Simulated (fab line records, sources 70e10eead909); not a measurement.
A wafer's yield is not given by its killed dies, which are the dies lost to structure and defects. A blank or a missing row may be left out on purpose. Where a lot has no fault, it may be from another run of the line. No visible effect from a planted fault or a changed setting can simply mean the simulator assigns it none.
Comparing a struck lot with a sound one	flow nand_harc	15 out of 1159 route steps
Sound: these wafers, L576.2, L576.3, L576.4. Struck: wafers L589.2, L589.4, L589.5. The cause comes at the end.
At each step with rows: each side's tool, then ch and its chambers, then its first start. Under that, the readings that differ: sound wafers	struck wafers	difference of the means	sigmas: that difference in standard deviations of wafers without a fault.
alike: a reading whose means differ by less than 2 such deviations, as well as words and numbers matching on both sides. not compared: withheld readings; readings where some wafer has no value; bounds like >300 that might hide an equal value; numbers whose values overlap and for which the record gives no deviation.
Wherever a step has rows on one side only, a row that says differs or no value, or a row with sigmas, the two part there. Numbers that don't overlap but have no deviation are shown without sigmas and don't part them. A reading that every wafer of one side lacks parts them only if that side has two wafers or more.

first, 1 step without rows for these wafers: NHARC_A_ONON_D1_DEP_12 (target thk 1000 nm).
NHARC_A_ONON_D1_THK_MEAS_14: measures by ellipsometry.
  sound on film_metro-02 at day 8 11:32; struck on film_metro-01 at day 10 19:43
  alike: thk_nm
then, 2 steps without rows for these wafers: NHARC_A_ONON_D1_ANNEAL_15 (time 3600 s); NHARC_A_ONON_D1_DEP_16 (target thk 1000 nm).
NHARC_A_ONON_D1_THK_MEAS_18: measures by ellipsometry.
  sound on film_metro-02 at day 8 19:03; struck on film_metro-02 at day 11 07:04
  alike: thk_nm
then NHARC_A_ONON_D1_DEP_19 (target thk 1000 nm), 1 step lacking rows for these wafers.
NHARC_A_ONON_D1_THK_MEAS_21: measures by ellipsometry.
  sound on film_metro-02 at day 8 19:38; struck on film_metro-01 at day 11 08:07
  alike: thk_nm
then NHARC_A_ONON_D1_DEP_22 (target thk 1000 nm), 1 step lacking rows for these wafers.
NHARC_A_ONON_D1_THK_MEAS_24: measures by ellipsometry.
  sound on film_metro-02 at day 8 20:12; struck on film_metro-02 at day 11 08:49
  alike: thk_nm
then NHARC_A_ONON_D1_DEP_25 (target thk 1000 nm), 1 step lacking rows for these wafers.
NHARC_A_ONON_D1_THK_MEAS_27: measures by ellipsometry.
  sound on film_metro-02 at day 8 20:46; struck on film_metro-01 at day 11 09:31
  alike: thk_nm
NHARC_A_ONON_D1_DEP_28: target thk 1000 nm.
  sound on pecvd_onon-02 ch 0, day 8 20:53; struck on pecvd_onon-02 ch 0, day 11 09:38
reading	sound	struck	difference	sigmas
n2o_flow_sccm (sccm)	1990 1992 1987	2011 2014 2011	+22	+4
susceptor_temp_C (C)	399.58 399.62 399.99	400.22 400.27 400.30	+0.53	+2
  alike: nh3_flow_sccm, sih4_flow_sccm
NHARC_A_ONON_D1_THK_MEAS_30: measures by ellipsometry.
  sound on film_metro-01 at day 8 21:20; struck on film_metro-01 at day 11 10:05
reading	sound	struck	difference	sigmas
thk_nm (nm)	991 990 991	1605 1605 1606	+615	+65
NHARC_A_ONON_D1_DEP_33: deposits SiO2, target thk 200 nm.
  sound on pecvd-01 ch 1,2, day 8 21:23; struck on pecvd-03 ch 0,1, day 11 10:14
reading	sound	struck	difference	sigmas
throttle_valve_pct (%)	16.7 16.6 16.5	15.8 15.8 15.6	-0.9	-2
  alike: heater_power_w, susceptor_temp_C
-- record jumps: 13 days between struck wafers' starts before vs after; left off in module A_ONON_D1, resumes in module END, first step shown is number 1159 of the route --
NHARC_END_SORT_01:
  here the record holds rows for the struck wafers (prober-01 ch 0, day 24 02:13) but none for the sound ones

== WHERE THEY PART ==
First at NHARC_A_ONON_D1_DEP_28; last, within this record, at NHARC_END_SORT_01.

WHY: whatever the simulator had introduced
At NHARC_A_ONON_D1_DEP_28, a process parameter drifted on pecvd_onon-02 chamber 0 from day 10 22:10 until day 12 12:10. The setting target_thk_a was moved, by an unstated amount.
